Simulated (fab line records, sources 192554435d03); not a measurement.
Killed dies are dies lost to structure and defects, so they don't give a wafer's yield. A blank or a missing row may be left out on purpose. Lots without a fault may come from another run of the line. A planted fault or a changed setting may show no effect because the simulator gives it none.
A struck lot beside a sound one | flow n5_finfet | 44 steps out of a route of 1938
Sound: wafers L113.2, L113.4, L113.5. Struck: wafer L119.1. (L119.4 of the same lot was not struck and is left out.) The cause comes at the end.
At each step with rows: each side's tool, then ch and its chambers, then its first start. Under that, the readings that differ: sound wafers | struck wafers | difference of the means | sigmas: that difference in standard deviations of wafers without a fault.
alike: readings whose means differ by less than 2 such deviations, and words and numbers that are the same on both sides. not compared: withheld readings, readings that some wafer has no value for, bounds like >300 that may hide the same value, and numbers for which the record gives no deviation and whose values overlap.
The two part at a step that has a row with sigmas, a row that says differs or no value, or rows on one side only. Numbers that don't overlap but have no deviation are shown without sigmas and don't part them. A reading that every wafer of one side lacks parts them only if that side has two wafers or more.

first, 11 steps without rows for these wafers: N5_BEOL_M4_DESCUM_33 (chemistry O2, time 7 s); N5_BEOL_M4_ETCH_77 (etches underlayer in N2/H2, target depth 6.5 nm, time 5.2 s); N5_BEOL_M4_ETCH_69 (etches SiARC in CF4, target depth 15.6 nm, time 26 s); N5_BEOL_M4_ALD_98 (deposits SiO2, target thk 2.5 nm, pulse time 1 s, co reactant pulse time 1 s); N5_BEOL_M4_ETCHBACK_99 (etches SiO2 in CHF3, target depth 5 nm, time 10.4 s); N5_BEOL_M4_ETCH_70 (etches SOC in N2/H2, target depth 80 nm, overetch 24 nm, time 130 s); N5_BEOL_M4_STRIP_71 (strips in N2/H2); N5_BEOL_M4_STRIP_78 (strips in N2/H2); N5_BEOL_M4_VIA_ETCH_34 (etches the open film in C4F6/O2, target depth 69.4 nm, time 65.9 s); N5_BEOL_M4_STRIP_83 (strips in C4F6/O2); N5_BEOL_M4_STRIP_36 (strips in N2/H2).
N5_BEOL_M4_TRENCH_ETCH_37: etches SiOC in C4F6/O2, target depth 55.555 nm, time 29.2 s.
  sound on rie_diel-03 ch 0,2,3, day 7 22:38; struck on rie_diel-03 ch 3, day 9 05:46
  reading                                    | sound             | struck | difference | sigmas
  oes_product_au (a.u.)                      | 0.89 0.74 0.82    | 1.13   | +0.31      | +3
  model.etch.depth_nm (nm)                   | 56.18 56.36 56.56 | 82.3   | +25.9      |
  model.BEOL_M4.feature_depth_nm (nm)        | 56.2 56.4 56.6    | 82.2   | +25.8      |
  model.TiN_of_BEOL_M4_HM_DEP_02.thk_nm (nm) | 17.4 17.4 17.4    | 16.4   | -1.0       |
  alike: drypump_motor_current_A, rf_vpp_V, showerhead_plenum_p_Torr, throttle_valve_pct
  not compared: rf_hours_counter_h
then, 2 steps without rows for these wafers: N5_BEOL_M4_ETCH_41 (etches SiCN in CH3F/O2, target depth 29.9 nm, time 52.5 s); N5_BEOL_M4_STRIP_97 (strips in N2/H2, time 10 s).
N5_BEOL_M4_OCD_MEAS_38:
  sound on ocd-01, day 7 22:47; struck on ocd-02, day 9 05:55
  reading              | sound          | struck | difference | sigmas
  trench_depth_nm (nm) | 56.0 55.9 56.9 | 82.2   | +25.9      | +24
then, 25 steps without rows for these wafers: N5_BEOL_M4_HM_STRIP_39 (strips TiN in peroxide tin strip, target depth 25 nm, time 158 s); N5_BEOL_M4_SRD_40 (time 30 s); N5_BEOL_M4_PRECLEAN_42 (cleans in residue remover, time 60 s); N5_BEOL_M4_SRD_43 (time 30 s); N5_BEOL_M4_DEGAS_44 (time 60 s); N5_BEOL_M4_PRE_CLEAN_45 (time 30 s); N5_BEOL_M4_ALD_84 (deposits TaN, pulse time 2 s, purge time 3 s, co reactant purge time 2 s); N5_BEOL_M4_SURFACE_TREAT_85; N5_BEOL_M4_CVD_47 (deposits Co from CCTBA/H2, target thk 3 nm, time 223.8 s); N5_BEOL_M4_SPUTTER_48 (material Cu, target thk 4.5 nm, time 8.29 s); N5_BEOL_M4_ANNEAL_49 (time 240 s); N5_BEOL_M4_SPUTTER_79 (material Cu, target thk 4.5 nm, time 8.29 s); N5_BEOL_M4_ANNEAL_80 (time 240 s); N5_BEOL_M4_SPUTTER_81 (material Cu, target thk 4.5 nm, time 8.29 s); N5_BEOL_M4_ANNEAL_82 (time 240 s); N5_BEOL_M4_SPUTTER_86 (material Cu, target thk 4.5 nm, time 8.29 s); N5_BEOL_M4_ANNEAL_87 (time 240 s); N5_BEOL_M4_SPUTTER_88 (material Cu, target thk 4.5 nm, time 8.29 s); N5_BEOL_M4_ANNEAL_89 (time 240 s); N5_BEOL_M4_SPUTTER_90 (material Cu, target thk 4.5 nm, time 8.29 s); N5_BEOL_M4_ANNEAL_91 (time 240 s); N5_BEOL_M4_SPUTTER_92 (material Cu, target thk 4.5 nm, time 8.29 s); N5_BEOL_M4_ANNEAL_93 (time 240 s); N5_BEOL_M4_SPUTTER_94 (material Cu, target thk 4.5 nm, time 8.29 s); N5_BEOL_M4_ANNEAL_95 (time 240 s).
N5_BEOL_M4_CMP_52: polishes, stops on SiOC, t overpolish 6.8 s, target thk 40 nm.
  sound on cmp-03 ch 0,3, day 8 02:20; struck on cmp-01 ch 1, day 9 09:29
  reading                                | sound      | struck | difference | sigmas
  model.Cu_of_BEOL_M4_ECD_50.thk_nm (nm) | 40 43.2 42 | 68.8   | +27.1      |
  alike: motor_current_A
N5_BEOL_M4_THK_MEAS_53: measures by xrf.
  sound on film_metro-02, day 8 02:38; struck on film_metro-01, day 9 09:47
  reading     | sound          | struck | difference | sigmas
  M4_THK (nm) | 39.8 42.5 41.6 | 68.0   | +26.7      | +18
N5_BEOL_M4_RS_MEAS_58: measures by four-point-probe.
  sound on film_metro-02, day 8 02:55; struck on film_metro-01, day 9 10:03
  reading        | sound          | struck | difference | sigmas
  M4_RS (ohm/sq) | 0.67 0.61 0.63 | 0.34   | -0.30      | -9
N5_BEOL_M4_RC_MEAS_101:
  sound on prober-01 ch 0, day 8 03:08; struck on prober-01 ch 0, day 9 10:06
  reading                   | sound          | struck | difference | sigmas
  SERP_M4 (ohm/um)          | 185 173 187    | 92     | -90        | -6
  SERP_M4_max_site (ohm/um) | 196 184 196    | 101    | -91        | -5
  SS_N (mV/dec)             | 70.7 70.4 70.5 | 71.9   | +1.4       | +2
  alike: DIBL_N, DIBL_P, IOFF_N, IOFF_P, ION_N, ION_P, SS_P, VT_N, VT_P

WHERE THEY PART
First at N5_BEOL_M4_TRENCH_ETCH_37; last, within this record, at N5_BEOL_M4_RC_MEAS_101.

WHY: what the simulator had put in
Process parameter drift: rie_diel-03, from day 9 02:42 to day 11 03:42, at N5_BEOL_M4_TRENCH_ETCH_37. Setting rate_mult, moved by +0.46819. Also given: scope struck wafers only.
